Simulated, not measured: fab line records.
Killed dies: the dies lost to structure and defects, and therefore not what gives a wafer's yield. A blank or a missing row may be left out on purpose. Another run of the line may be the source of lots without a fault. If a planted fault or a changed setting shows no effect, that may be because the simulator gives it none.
Which tool was responsible?	flow n5Finfet	Sampling: 14 lots, 36 wafers, 4 of 1938 route steps

## WHAT THE GAUGES READ, wafer by wafer
N5_BEOL_M12_OVL_MEAS_11.
lot	measured	on	V11_OVL (nm)
L498	day 11 11:31	overlay-02	8 -3
L499	day 11 17:29	overlay-02	5 6
L503	day 12 00:32	overlay-02	15 9
L501	day 12 02:55	overlay-02	7 -1
L502	day 12 06:50	overlay-01	4 9
L507	day 13 10:31	overlay-01	-6 -1 6
L512	day 14 03:43	overlay-01	-10 4 -1
L510	day 14 04:41	overlay-02	-4 -6 -5
L513	day 15 00:18	overlay-01	-2 3 8
L514	day 15 00:46	overlay-01	-2 2 -5
L515	day 15 14:42	overlay-01	1 -12
L518	day 16 00:30	overlay-01	-8 4 4
L519	day 16 21:06	overlay-02	-1 -3 -6
L521	day 17 04:39	overlay-01	6 -4 -2

N5_BEOL_M12_CD_MEAS_17: target cd 140 nm.
lot	measured	on	cdNm (nm)
L498	day 11 12:11	cdSem-02	137.8 141.7
L499	day 11 18:08	cdSem-02	142.4 145.2
L503	day 12 01:07	cdSem-02	142.5 143.7
L501	day 12 03:30	cdSem-02	139.9 135.0
L502	day 12 07:24	cdSem-03	133.4 134.0
L507	day 13 11:18	cdSem-03	137.4 138.6 140.6
L512	day 14 04:16	cdSem-02	141.8 140.9 139.6
L510	day 14 05:14	cdSem-01	141.8 137.9 144.9
L513	day 15 00:51	cdSem-03	136.0 145.0 143.0
L514	day 15 01:23	cdSem-03	143.9 143.3 144.3
L515	day 15 15:32	cdSem-03	138.1 138.7
L518	day 16 01:03	cdSem-02	136.0 142.3 139.1
L519	day 16 21:39	cdSem-02	136.8 141.0 140.2
L521	day 17 05:12	cdSem-02	139.0 140.4 141.6

N5_BEOL_M12_INSPECT_30: inspects for defects (macro).
lot	measured	on	rawDefectCount
L498	day 11 12:34	defectInspect-01	1 1
L499	day 11 18:31	defectInspect-01	1 3
L503	day 12 01:30	defectInspect-01	0 3
L501	day 12 03:53	defectInspect-02	2 3
L502	day 12 07:47	defectInspect-02	2 4
L507	day 13 11:41	defectInspect-02	2 2 6
L512	day 14 04:38	defectInspect-01	1 3 3
L510	day 14 05:45	defectInspect-01	2 2 2
L513	day 15 01:22	defectInspect-02	4 2 2
L514	day 15 01:53	defectInspect-01	3 5 1
L515	day 15 15:55	defectInspect-01	1 3
L518	day 16 01:33	defectInspect-01	2 2 3
L519	day 16 22:10	defectInspect-01	2 2 4
L521	day 17 05:35	defectInspect-02	1 1 3

## TOOL THAT RAN EACH LOT (tool first, then ch and the chambers of the sampled wafers, then the start)
lot	N5_BEOL_M12_COAT_22
L498	lithoTrack-01 ch 0, day 11 12:14
L499	lithoTrack-02 ch 0, day 11 18:11
L503	lithoTrack-02 ch 0, day 12 01:10
L501	lithoTrack-03 ch 0, day 12 03:32
L502	lithoTrack-01 ch 0, day 12 07:26
L507	lithoTrack-02 ch 0, day 13 11:20
L512	lithoTrack-01 ch 0, day 14 04:18
L510	lithoTrack-02 ch 0, day 14 05:17
L513	lithoTrack-03 ch 0, day 15 00:54
L514	lithoTrack-03 ch 0, day 15 01:26
L515	lithoTrack-03 ch 0, day 15 15:35
L518	lithoTrack-01 ch 0, day 16 01:05
L519	lithoTrack-01 ch 0, day 16 21:42
L521	lithoTrack-03 ch 0, day 17 05:15
- N5_BEOL_M12_COAT_22: resist thk 300 nm.

## AS READ BY THE TOOLS THEMSELVES (means over the sampled wafers that have a number; for cases with no such wafer, the mark the record gives instead)
N5_BEOL_M12_COAT_22.
lot	tool	spinSpeedRpm (rpm)
L498	lithoTrack-01	2883.9
L499	lithoTrack-02	2890.1
L503	lithoTrack-02	2887.2
L501	lithoTrack-03	2887.1
L502	lithoTrack-01	2889.1
L507	lithoTrack-02	2780.5
L512	lithoTrack-01	2886.4
L510	lithoTrack-02	2777.1
L513	lithoTrack-03	2887.1
L514	lithoTrack-03	2889.0
L515	lithoTrack-03	2890.2
L518	lithoTrack-01	2887.8
L519	lithoTrack-01	2887.2
L521	lithoTrack-03	2890.0

## THE ANSWER, worked out from the rows above alone
Rule: the usual values come from the lots themselves. Put in order of their means at a reading, lots are off if they are a third of the lots or fewer, leave a main group of 4 or more, and stand apart from it by a gap of 3 or more times the standard deviation of the main group's means; of several such gaps the widest counts. The tables above print the reading to a certain number of digits; a main group whose means all agree to those digits is not used. Also off: a lot with no number at a reading for which 4 or more lots have one. The other lots that the step has rows for count as sound. After the gauges, taken in route order, come the tools' own readings; for these a lot's mean is taken, as printed above. The first step at which some lot is off is used, and at that step the reading that is off furthest; a lot without a number counts as furthest.
Off, at N5_BEOL_M12_COAT_22 on spinSpeedRpm: L507, L510. Mean 2887.9 rpm and standard deviation 1.8 in the main group.
A tool fits if, at that step or a process step before it, it ran every lot that is off, and no sound lot after the first of them. One candidate fits, namely lithoTrack-02 at N5_BEOL_M12_COAT_22. A fault onset in the window from L503 (day 12 01:10, its last sound lot) to L507 (day 13 11:20, its first lot off) fits.
The tool's own readings at N5_BEOL_M12_COAT_22 bear it out: on the lots that are off they differ by more than 5 times the standard deviation of the sound lots' means. spinSpeedRpm reads 2778.8 rpm there against 2887.9 rpm on the sound lots.

## WHAT THE SIMULATOR HAD PUT IN
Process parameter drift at N5_BEOL_M12_COAT_22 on lithoTrack-02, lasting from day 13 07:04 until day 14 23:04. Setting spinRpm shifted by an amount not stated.
Lots struck among those shown: L507, L510. The same result came from the rule above.
